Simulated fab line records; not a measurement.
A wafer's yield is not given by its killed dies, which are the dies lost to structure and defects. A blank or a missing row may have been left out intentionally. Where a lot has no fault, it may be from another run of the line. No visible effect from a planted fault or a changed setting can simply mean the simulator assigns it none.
fab line records	flow n5-finfet
record lots=7	wafers=39
route steps=1938 shown WELL_APT@39 DUMMY_GATE@228
start-h: hours from the record's opening day to when the first of the lot's shown wafers began	wait-h: hours from the lot's prior step to this one	" as in the row above	L1.1+2: several wafers, shown together as one row	- no value present, or no start provided	* or withheld: withheld	< > ~ a bound
route shown NAME@n: NAME is a module with steps in the file, n the number in the route of the first one	usual: mean/standard deviation of fault-free wafers	same: alike in all rows	chamber/n: place in a boat	sites: each site's reading	_std_site: their standard deviation	_edge_site: inner sites' mean taken away from outer sites' mean	radius-mm: how far each site lies from the wafer's centre	mask NAME#n: copy n	behind: the tool/chamber that last shaped the wafer	hold: the reason the lot was held/the length of the hold in hours/how it ended	device: whichever transistor did not switch (one of n, p or np)	end of line: the same wafers' tests at the end of the route	for a step that has no rows: nothing shown but its recipe	killed: at the first sort, the dies lost to defects and structure; wafer yield is something else	map: shows each die of a wafer: x if killed, . if not, _ if none is there
set.NAME: the setting as run; set.NAME@STEP: as run at that earlier step	model.NAME: the simulator's own value behind a step, which no gauge read
lots whose settings were changed on purpose; a table a step, a row a wafer
## steps
# step N5_WELL_APT_EXPOSE_22
# recipe mask-id=PWELL	na=0.8	source-shape=conventional	sigma-outer=0.8	polarization=unpolarized	defocus-nm=0	target-cd-nm=200	dose-mj=23.2
lot.wafer	tool	chamber	start-h	wait-h	mask	set.dose-mj
L075.1+2+4	krf-scanner-01	0	20.97	-	PWELL#0	23.2
L081.1+3+6	krf-scanner-02	0	57.15	-	PWELL#0	24.24
L081.2+4+5	"	0	"	"	PWELL#0	23.2
L085.1+2+3+4+5+6	krf-scanner-01	0	81.15	-	PWELL#0	23.2
L087.1+2+6	krf-scanner-02	0	92.63	-	PWELL#0	23.2
L087.3+4+5	"	0	"	"	PWELL#0	24.94
L089.1+4+6	krf-scanner-02	0	104.69	-	PWELL#0	23.2
L089.2+3+5	"	0	"	"	PWELL#0	22.34
L091.1+3+5	krf-scanner-02	0	116.94	-	PWELL#0	22.53
L091.2+4+6	"	0	"	"	PWELL#0	23.2
L096.1+2+3	krf-scanner-01	0	147.12	-	PWELL#0	22.04
L096.4+5+6	"	0	"	"	PWELL#0	23.2
# step N5_WELL_APT_PEB_23
# recipe peb-temp-c=130	peb-time-s=90
# step N5_WELL_APT_DEVELOP_24
# recipe develop-time-s=45	rinse-liquid=surfactant-rinse	dry=air-spin	dev-temp-c=21
# step N5_WELL_APT_HARDBAKE_29
# recipe temp-c=130	time-s=120
# step N5_WELL_APT_CD_MEAS_25
# recipe target-cd-nm=200	landing-energy-ev=500	detector=se-inlens
# usual cd-nm=199.9/1.6
lot.wafer	tool	chamber	start-h	wait-h	set.dose-mj@WELL_APT_EXPOSE_22	cd-nm
L075.1	cd-sem-03	0	21.14	-	23.2	199.3
L075.2	"	0	"	"	23.2	199.0
L075.4	"	0	"	"	23.2	198.8
L081.1	cd-sem-01	0	57.32	-	24.24	207.9
L081.2	"	0	"	"	23.2	200.0
L081.3	"	0	"	"	24.24	208.0
L081.4	"	0	"	"	23.2	200.8
L081.5	"	0	"	"	23.2	200.5
L081.6	"	0	"	"	24.24	209.2
L085.1	cd-sem-01	0	81.32	-	23.2	202.7
L085.2	"	0	"	"	23.2	199.2
L085.3	"	0	"	"	23.2	200.2
L085.4	"	0	"	"	23.2	200.1
L085.5	"	0	"	"	23.2	200.7
L085.6	"	0	"	"	23.2	200.6
L087.1	cd-sem-01	0	92.80	-	23.2	203.3
L087.2	"	0	"	"	23.2	202.1
L087.3	"	0	"	"	24.94	214.4
L087.4	"	0	"	"	24.94	214.1
L087.5	"	0	"	"	24.94	213.8
L087.6	"	0	"	"	23.2	201.7
L089.1	cd-sem-03	0	104.86	-	23.2	198.0
L089.2	"	0	"	"	22.34	193.4
L089.3	"	0	"	"	22.34	191.0
L089.4	"	0	"	"	23.2	198.5
L089.5	"	0	"	"	22.34	192.0
L089.6	"	0	"	"	23.2	197.2
L091.1	cd-sem-01	0	117.11	-	22.53	194.7
L091.2	"	0	"	"	23.2	199.6
L091.3	"	0	"	"	22.53	193.3
L091.4	"	0	"	"	23.2	201.2
L091.5	"	0	"	"	22.53	194.8
L091.6	"	0	"	"	23.2	200.3
L096.1	cd-sem-02	0	147.29	-	22.04	190.5
L096.2	"	0	"	"	22.04	188.6
L096.3	"	0	"	"	22.04	189.7
L096.4	"	0	"	"	23.2	199.3
L096.5	"	0	"	"	23.2	198.2
L096.6	"	0	"	"	23.2	198.0
# step N5_WELL_APT_DESCUM_30
# recipe chemistry=O2	time-s=7.9	source-power-w=50	bias-power-w=20	pressure-mtorr=20	rf-frequency-hz=2.712e+07	temp-c=40	o2-flow-sccm=225
lot.wafer	tool	chamber	start-h	wait-h	set.dose-mj@WELL_APT_EXPOSE_22	model.WELL_APT.cd-nm
L075.1+4	rie-diel-05	2,3	21.23	0.0	23.2	199.1
L075.2	"	1	"	"	23.2	198.5
L081.1	rie-diel-06	3	57.60	0.2	24.24	207.8
L081.2	"	1	"	"	23.2	199.9
L081.3	"	2	"	"	24.24	208.2
L081.4	"	0	"	"	23.2	200.9
L081.5	"	1	"	"	23.2	200.5
L081.6	"	2	"	"	24.24	209.5
L085.1	rie-diel-05	2	81.41	0.0	23.2	202.9
L085.2	"	3	"	"	23.2	199.3
L085.3	"	0	"	"	23.2	200.4
L085.4	"	1	"	"	23.2	199.9
L085.5	"	0	"	"	23.2	200.5
L085.6	"	3	"	"	23.2	200.3
L087.1	rie-diel-05	3	92.89	0.0	23.2	203.4
L087.2+6	"	0	"	"	23.2	201.9
L087.3	"	1	"	"	24.94	214.2
L087.4	"	2	"	"	24.94	213.8
L087.5	"	3	"	"	24.94	214
L089.1	rie-diel-03	3	105.15	0.2	23.2	197.9
L089.2	"	1	"	"	22.34	193.5
L089.3	"	2	"	"	22.34	191
L089.4	"	0	"	"	23.2	198.6
L089.5	"	3	"	"	22.34	191.8
L089.6	"	2	"	"	23.2	197.3
L091.1	rie-diel-03	2	117.39	0.2	22.53	194.7
L091.2	"	3	"	"	23.2	199.5
L091.3	"	0	"	"	22.53	193.3
L091.4	"	1	"	"	23.2	201
L091.5	"	2	"	"	22.53	194.6
L091.6	"	1	"	"	23.2	200.1
L096.1	rie-diel-03	0	147.38	0.0	22.04	190.3
L096.2	"	3	"	"	22.04	188.5
L096.3	"	2	"	"	22.04	189.6
L096.4	"	3	"	"	23.2	199.5
L096.5	"	2	"	"	23.2	198.3
L096.6	"	0	"	"	23.2	197.8
# step N5_DUMMY_GATE_EXPOSE_12
# recipe mask-id=GATE	na=0.33	source-shape=annular	sigma-inner=0.2	sigma-outer=0.6	polarization=unpolarized	target-cd-nm=25	dose-mj=34
lot.wafer	tool	chamber	start-h	wait-h	mask	set.dose-mj
L075.1+2+4	euv-scanner-01	0	53.44	-	GATE#0	34
L081.1+2+3+4+5+6	euv-scanner-02	0	90.80	-	GATE#0	34
L085.1+2+6	euv-scanner-01	0	115.23	-	GATE#0	34
L085.3+4+5	"	0	"	"	GATE#0	36.25
L087.1+2+5	euv-scanner-01	0	125.33	-	GATE#0	34
L087.3+4+6	"	0	"	"	GATE#0	36.7
L089.1+2+3	euv-scanner-01	0	135.10	-	GATE#0	35.72
L089.4+5+6	"	0	"	"	GATE#0	34
L091.1+2+5	euv-scanner-01	0	148.65	-	GATE#0	35.34
L091.3+4+6	"	0	"	"	GATE#0	34
L096.1+2+3+4+5+6	euv-scanner-02	0	181.12	-	GATE#0	34
# step N5_DUMMY_GATE_PEB_13
# recipe peb-temp-c=100	peb-time-s=60	resist=CAR-EUV
# step N5_DUMMY_GATE_DEVELOP_14
# recipe develop-time-s=30	developer=TMAH	resist=CAR-EUV	rinse-liquid=surfactant-rinse	dry=air-spin	dev-temp-c=23
# step N5_DUMMY_GATE_CD_MEAS_15
# recipe target-cd-nm=25.8	landing-energy-ev=500	detector=se-inlens
# usual cd-nm=25.02/0.23
lot.wafer	tool	chamber	start-h	wait-h	set.dose-mj@DUMMY_GATE_EXPOSE_12	cd-nm
L075.1	cd-sem-02	0	53.56	-	34	24.51
L075.2	"	0	"	"	34	25.44
L075.4	"	0	"	"	34	25.06
L081.1	cd-sem-01	0	90.93	-	34	24.53
L081.2	"	0	"	"	34	25.05
L081.3	"	0	"	"	34	24.94
L081.4	"	0	"	"	34	24.92
L081.5	"	0	"	"	34	24.92
L081.6	"	0	"	"	34	25.07
L085.1	cd-sem-03	0	115.36	-	34	24.76
L085.2	"	0	"	"	34	24.97
L085.3	"	0	"	"	36.25	24.00
L085.4	"	0	"	"	36.25	23.67
L085.5	"	0	"	"	36.25	24.08
L085.6	"	0	"	"	34	24.87
L087.1	cd-sem-02	0	125.46	-	34	24.88
L087.2	"	0	"	"	34	25.34
L087.3	"	0	"	"	36.7	23.40
L087.4	"	0	"	"	36.7	23.48
L087.5	"	0	"	"	34	24.99
L087.6	"	0	"	"	36.7	23.52
L089.1	cd-sem-02	0	135.22	-	35.72	23.94
L089.2	"	0	"	"	35.72	23.73
L089.3	"	0	"	"	35.72	24.44
L089.4	"	0	"	"	34	25.19
L089.5	"	0	"	"	34	25.05
L089.6	"	0	"	"	34	24.80
L091.1	cd-sem-02	0	148.78	-	35.34	24.38
L091.2	"	0	"	"	35.34	24.59
L091.3	"	0	"	"	34	25.07
L091.4	"	0	"	"	34	25.51
L091.5	"	0	"	"	35.34	24.26
L091.6	"	0	"	"	34	25.07
L096.1	cd-sem-02	0	181.25	-	34	24.72
L096.2	"	0	"	"	34	25.51
L096.3	"	0	"	"	34	25.08
L096.4	"	0	"	"	34	25.31
L096.5	"	0	"	"	34	25.19
L096.6	"	0	"	"	34	25.02
# step N5_DUMMY_GATE_STRIP_38
# recipe chemistry=N2/H2	temp-c=40	n2-flow-sccm=200	h2-flow-sccm=200	rf-frequency-hz=6e+07
# step N5_DUMMY_GATE_STRIP_39
# recipe chemistry=N2/H2	temp-c=40	n2-flow-sccm=200	h2-flow-sccm=200	rf-frequency-hz=6e+07
# step N5_DUMMY_GATE_TRIM_49
# recipe chemistry=O2	resist=SOC	time-s=29	target-cd-nm=14	source-power-w=300	bias-power-w=0	O2_flow_sccm=100	temp-c=20
lot.wafer	tool	chamber	start-h	wait-h	set.dose-mj@DUMMY_GATE_EXPOSE_12	model.DUMMY_GATE.cd-nm
L075.1+4	rie-si-04	3,1	54.37	0.0	34	13.8
L075.2	"	2	"	"	34	14
L081.1+2+5+6	rie-si-05	0,2,1,2	91.29	0.0	34	13.6
L081.3	"	1	"	"	34	14
L081.4	"	3	"	"	34	13.4
L085.1	rie-si-04	2	115.87	0.0	34	14.2
L085.2+6	"	3,1	"	"	34	14.4
L085.3	"	0	"	"	36.25	12.8
L085.4	"	1	"	"	36.25	13.2
L085.5	"	0	"	"	36.25	13
L087.1+2+5	rie-si-02	2,0,0	125.82	0.0	34	14
L087.3+4	"	1,2	"	"	36.7	12.6
L087.6	"	1	"	"	36.7	12.4
L089.1	rie-si-04	0	135.58	0.0	35.72	12.6
L089.2	"	1	"	"	35.72	13
L089.3	"	2	"	"	35.72	13.2
L089.4+5+6	"	3,1,0	"	"	34	13.8
L091.1+2+5	rie-si-02	2,0,1	149.56	0.0	35.34	13.6
L091.3+4	"	1,3	"	"	34	14.4
L091.6	"	0	"	"	34	14.2
L096.1+2+4	rie-si-05	2,3,1	181.61	0.0	34	14
L096.3+5+6	"	0,3,2	"	"	34	13.8
# step N5_DUMMY_GATE_STRIP_40
# recipe chemistry=CF4	resist=SiARC	power-w=300	bias-power-w=75	pressure-mtorr=50	cf4-flow-sccm=150	rf-frequency-hz=6e+07
# step N5_DUMMY_GATE_CD_MEAS_50
# recipe target-cd-nm=14
# usual cd-nm=14.07/0.27
lot.wafer	tool	chamber	start-h	wait-h	set.dose-mj@DUMMY_GATE_EXPOSE_12	cd-nm
L075.1	cd-sem-03	-	54.65	0.0	34	14.31
L075.2	"	-	"	"	34	13.99
L075.4	"	-	"	"	34	13.87
L081.1	cd-sem-01	-	91.44	0.0	34	13.82
L081.2	"	-	"	"	34	13.37
L081.3	"	-	"	"	34	13.94
L081.4	"	-	"	"	34	13.19
L081.5	"	-	"	"	34	13.76
L081.6	"	-	"	"	34	13.77
L085.1	cd-sem-01	-	116.01	0.0	34	14.43
L085.2	"	-	"	"	34	14.41
L085.3	"	-	"	"	36.25	13.05
L085.4	"	-	"	"	36.25	12.92
L085.5	"	-	"	"	36.25	12.91
L085.6	"	-	"	"	34	14.15
L087.1	cd-sem-01	-	125.98	0.0	34	14.28
L087.2	"	-	"	"	34	14.30
L087.3	"	-	"	"	36.7	12.85
L087.4	"	-	"	"	36.7	12.53
L087.5	"	-	"	"	34	13.87
L087.6	"	-	"	"	36.7	12.65
L089.1	cd-sem-03	-	135.73	0.0	35.72	12.94
L089.2	"	-	"	"	35.72	12.91
L089.3	"	-	"	"	35.72	12.87
L089.4	"	-	"	"	34	13.89
L089.5	"	-	"	"	34	13.74
L089.6	"	-	"	"	34	13.58
L091.1	cd-sem-03	-	149.71	0.0	35.34	13.82
L091.2	"	-	"	"	35.34	13.73
L091.3	"	-	"	"	34	14.48
L091.4	"	-	"	"	34	14.43
L091.5	"	-	"	"	35.34	13.61
L091.6	"	-	"	"	34	13.95
L096.1	cd-sem-02	-	181.75	0.0	34	13.94
L096.2	"	-	"	"	34	14.31
L096.3	"	-	"	"	34	14.03
L096.4	"	-	"	"	34	14.40
L096.5	"	-	"	"	34	13.43
L096.6	"	-	"	"	34	13.59
# step N5_DUMMY_GATE_ETCH_31
# recipe chemistry=C4F6/O2	target=SiO2	mask-material=SOC	target-depth-a=825	time-s=27.5	ion-energy-ev=250	pressure-mtorr=30	source-w=345	bias-w=185	Ar_flow_sccm=300	C4F6_flow_sccm=10	O2_flow_sccm=10
lot.wafer	tool	chamber	start-h	wait-h	set.target-depth-a	model.etch.depth-nm
L075.1	rie-diel-02	3	54.86	0.2	825	80.6
L075.2	"	0	"	"	825	80.92
L075.4	"	2	"	"	825	83.12
L081.1	rie-diel-04	1	91.49	0.0	825	84.73
L081.2	"	3	"	"	852.1	84.26
L081.3	"	0	"	"	825	80.79
L081.4	"	2	"	"	852.1	86.07
L081.5	"	3	"	"	825	81.86
L081.6	"	0	"	"	852.1	83.62
L085.1	rie-diel-01	3	116.06	0.0	825	81.71
L085.2	"	2	"	"	825	84.13
L085.3	"	0	"	"	879.9	88.73
L085.4	"	1	"	"	879.9	86.95
L085.5	"	3	"	"	825	81.21
L085.6	"	0	"	"	879.9	87.71
L087.1	rie-diel-02	3	126.03	0.0	783.6	78.06
L087.2	"	2	"	"	825	83.64
L087.3	"	0	"	"	783.6	78.34
L087.4	"	0	"	"	825	82.28
L087.5	"	2	"	"	825	84.3
L087.6	"	3	"	"	783.6	77.87
L089.1	rie-diel-01	2	135.78	0.0	825	84.67
L089.2	"	1	"	"	825	82.78
L089.3	"	3	"	"	825	81.67
L089.4	"	0	"	"	825	84.38
L089.5	"	1	"	"	825	83.17
L089.6	"	0	"	"	825	83.78
L091.1	rie-diel-01	1	149.76	0.0	825	82.06
L091.2	"	3	"	"	859.3	84.57
L091.3	"	2	"	"	859.3	87.59
L091.4	"	0	"	"	825	81.95
L091.5	"	2	"	"	859.3	88
L091.6	"	1	"	"	825	82.23
L096.1	rie-diel-01	1	181.80	0.0	878.5	86.57
L096.2	"	0	"	"	825	81.85
L096.3	"	3	"	"	825	81.14
L096.4	"	2	"	"	878.5	88.95
L096.5	"	0	"	"	825	82.45
L096.6	"	3	"	"	878.5	86.01
# step N5_DUMMY_GATE_STRIP_41
# recipe chemistry=O2	power-w=400	temp-c=40	pressure-mtorr=30	rf-frequency-hz=6e+07	bias-power-w=0	overash-fraction=0.3	o2-flow-sccm=225
# step N5_DUMMY_GATE_HM_OPEN_21
# recipe chemistry=CH3F/O2	target=SiNx	target-depth-a=1200	Ar_flow_sccm=150	CH3F_flow_sccm=30	O2_flow_sccm=23	time-s=171.4	pressure-mtorr=30	source-w=395	bias-w=73	ion-energy-ev=120.7
# step N5_DUMMY_GATE_ETCH_32
# recipe chemistry=CF4	target=SiO2	target-depth-a=35	time-s=3.9	ion-energy-ev=350	pressure-mtorr=10	icp-w=800	bias-w=400	cf4-flow-sccm=80
# step N5_DUMMY_GATE_ETCH_23
# recipe chemistry=HBr/Cl2/O2	HBr_flow_sccm=150	Cl2_flow_sccm=80	O2_flow_sccm=12	bias-w=102	target-depth-a=410	time-s=22.3	target=poly-Si	mask-material=SiO2	pressure-mtorr=10	icp-w=800
# step N5_DUMMY_GATE_ETCH_44
# recipe chemistry=HBr/O2	over-etch-frac=0.7	target-depth-a=1275	stop-on=SiO2	ion-energy-ev=60	bias-w=20	target=poly-Si	mask-material=SiO2	pressure-mtorr=20	icp-w=400	HBr_flow_sccm=120	O2_flow_sccm=10
lot.wafer	tool	chamber	start-h	wait-h	set.dose-mj@DUMMY_GATE_EXPOSE_12	model.DUMMY_GATE.cd-nm
L075.1	rie-si-04	1	55.20	0.0	34	15
L075.2	"	2	"	"	34	14.8
L075.4	"	3	"	"	34	14.6
L081.1+2+5+6	rie-si-02	1,3,2,1	91.83	0.0	34	14.4
L081.3	"	2	"	"	34	14.6
L081.4	"	0	"	"	34	14.2
L085.1+6	rie-si-05	3	116.40	0.0	34	15.2
L085.2	"	2	"	"	34	15.4
L085.3	"	1	"	"	36.25	13.8
L085.4+5	"	0	"	"	36.25	14
L087.1	rie-si-05	3	126.36	0.0	34	15.2
L087.2	"	0	"	"	34	15
L087.3	"	2	"	"	36.7	13.8
L087.4	"	1	"	"	36.7	13.6
L087.5	"	3	"	"	34	14.8
L087.6	"	2	"	"	36.7	13.4
L089.1	rie-si-02	2	136.11	0.0	35.72	13.8
L089.2	"	0	"	"	35.72	14.2
L089.3	"	1	"	"	35.72	14.4
L089.4+5+6	"	1,0,2	"	"	34	14.8
L091.1	rie-si-05	1	150.09	0.0	35.34	14.6
L091.2+5	"	3,1	"	"	35.34	14.4
L091.3+6	"	0	"	"	34	15.2
L091.4	"	2	"	"	34	15.4
L096.1	rie-si-04	3	182.14	0.0	34	15.2
L096.2+4	"	2,0	"	"	34	15
L096.3+5+6	"	1,1,0	"	"	34	14.8
# step N5_DUMMY_GATE_CD_MEAS_24
# recipe target-cd-nm=15
# usual cd-nm=15.1/0.36
lot.wafer	tool	chamber	start-h	wait-h	set.dose-mj@DUMMY_GATE_EXPOSE_12	cd-nm
L075.1	cd-sem-02	-	55.31	0.1	34	14.9
L075.2	"	-	"	"	34	14.6
L075.4	"	-	"	"	34	14.6
L081.1	cd-sem-01	-	91.94	0.1	34	14.4
L081.2	"	-	"	"	34	14.4
L081.3	"	-	"	"	34	14.6
L081.4	"	-	"	"	34	14.1
L081.5	"	-	"	"	34	14.3
L081.6	"	-	"	"	34	14.2
L085.1	cd-sem-02	-	116.51	0.1	34	15.7
L085.2	"	-	"	"	34	15.6
L085.3	"	-	"	"	36.25	13.9
L085.4	"	-	"	"	36.25	14.0
L085.5	"	-	"	"	36.25	13.9
L085.6	"	-	"	"	34	15.3
L087.1	cd-sem-03	-	126.47	0.1	34	14.8
L087.2	"	-	"	"	34	15.1
L087.3	"	-	"	"	36.7	13.7
L087.4	"	-	"	"	36.7	13.6
L087.5	"	-	"	"	34	15.0
L087.6	"	-	"	"	36.7	13.4
L089.1	cd-sem-03	-	136.22	0.1	35.72	13.6
L089.2	"	-	"	"	35.72	14.2
L089.3	"	-	"	"	35.72	14.3
L089.4	"	-	"	"	34	14.9
L089.5	"	-	"	"	34	14.6
L089.6	"	-	"	"	34	14.9
L091.1	cd-sem-02	-	150.20	0.1	35.34	14.4
L091.2	"	-	"	"	35.34	14.5
L091.3	"	-	"	"	34	15.5
L091.4	"	-	"	"	34	15.0
L091.5	"	-	"	"	35.34	14.7
L091.6	"	-	"	"	34	15.4
L096.1	cd-sem-02	-	182.25	0.1	34	15.4
L096.2	"	-	"	"	34	15.0
L096.3	"	-	"	"	34	14.8
L096.4	"	-	"	"	34	15.1
L096.5	"	-	"	"	34	14.5
L096.6	"	-	"	"	34	15.1
# step N5_DUMMY_GATE_ETCH_42
# recipe chemistry=CHF3/O2	target=SiO2	target-depth-a=35	time-s=31	ion-energy-ev=30	bias-w=12	pressure-mtorr=30	source-w=600	Ar_flow_sccm=200	CHF3_flow_sccm=50	O2_flow_sccm=5
# usual rf-vpp-V=42.5/0.79
lot.wafer	tool	chamber	start-h	wait-h	set.bias-w	rf-vpp-V
L075.1	rie-diel-04	3	55.41	0.1	12	42.5
L075.2	"	2	"	"	12	43.7
L075.4	"	3	"	"	12	44.2
L081.1	rie-diel-02	3	91.98	0.0	12	41.8
L081.2	"	1	"	"	12	42.2
L081.3	"	0	"	"	12	43.2
L081.4	"	2	"	"	12	41.4
L081.5	"	3	"	"	12	43.2
L081.6	"	0	"	"	12	41.4
L085.1	rie-diel-01	1	116.56	0.0	12	42.7
L085.2	"	3	"	"	13.96	47.8
L085.3	"	2	"	"	12	42.7
L085.4	"	0	"	"	13.96	47.3
L085.5	"	3	"	"	13.96	47.4
L085.6	"	0	"	"	12	41.9
L087.1	rie-diel-04	2	126.52	0.0	12	42.7
L087.2	"	3	"	"	10.77	40.3
L087.3	"	0	"	"	10.77	38.6
L087.4	"	1	"	"	12	41.6
L087.5	"	0	"	"	12	42.7
L087.6	"	3	"	"	10.77	37.8
L089.1	rie-diel-02	2	136.36	0.1	10.03	37.8
L089.2	"	0	"	"	12	43.5
L089.3	"	3	"	"	10.03	36.8
L089.4	"	0	"	"	12	43.1
L089.5	"	3	"	"	10.03	37.2
L089.6	"	2	"	"	12	43.5
L091.1	rie-diel-02	3	150.25	0.0	12	42.2
L091.2	"	2	"	"	13.28	45.9
L091.3	"	0	"	"	13.28	46.8
L091.4	"	1	"	"	12	42.0
L091.5	"	1	"	"	12	43.0
L091.6	"	0	"	"	13.28	46.1
L096.1	rie-diel-01	3	182.30	0.0	12	42.7
L096.2	"	0	"	"	12	42.3
L096.3	"	1	"	"	12	42.6
L096.4	"	2	"	"	12	43.4
L096.5	"	1	"	"	12	42.8
L096.6	"	0	"	"	12	43.4
## key
split step=N5_WELL_APT_EXPOSE_22	setting=dose-mj	stated=23.2	by=wafer
response step=N5_WELL_APT_CD_MEAS_25	reading=cd-nm	change=+1.68	per=1%	r=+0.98
response step=N5_WELL_APT_DESCUM_30	reading=model.WELL_APT.cd-nm	change=+1.68	per=1%	r=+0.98
split step=N5_DUMMY_GATE_EXPOSE_12	setting=dose-mj	stated=34	by=wafer
response step=N5_DUMMY_GATE_CD_MEAS_15	reading=cd-nm	change=-0.183	per=1%	r=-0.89
response step=N5_DUMMY_GATE_TRIM_49	reading=model.DUMMY_GATE.cd-nm	change=-0.187	per=1%	r=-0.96
response step=N5_DUMMY_GATE_CD_MEAS_50	reading=cd-nm	change=-0.184	per=1%	r=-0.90
response step=N5_DUMMY_GATE_ETCH_44	reading=model.DUMMY_GATE.cd-nm	change=-0.179	per=1%	r=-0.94
response step=N5_DUMMY_GATE_CD_MEAS_24	reading=cd-nm	change=-0.192	per=1%	r=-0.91
split step=N5_DUMMY_GATE_ETCH_31	setting=target-depth-a	stated=825	by=wafer
response step=N5_DUMMY_GATE_ETCH_31	reading=model.etch.depth-nm	change=+0.89	per=1%	r=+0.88
split step=N5_DUMMY_GATE_ETCH_42	setting=bias-w	stated=12	by=wafer
response step=N5_DUMMY_GATE_ETCH_42	reading=rf-vpp-V	change=+0.344	per=1%	r=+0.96
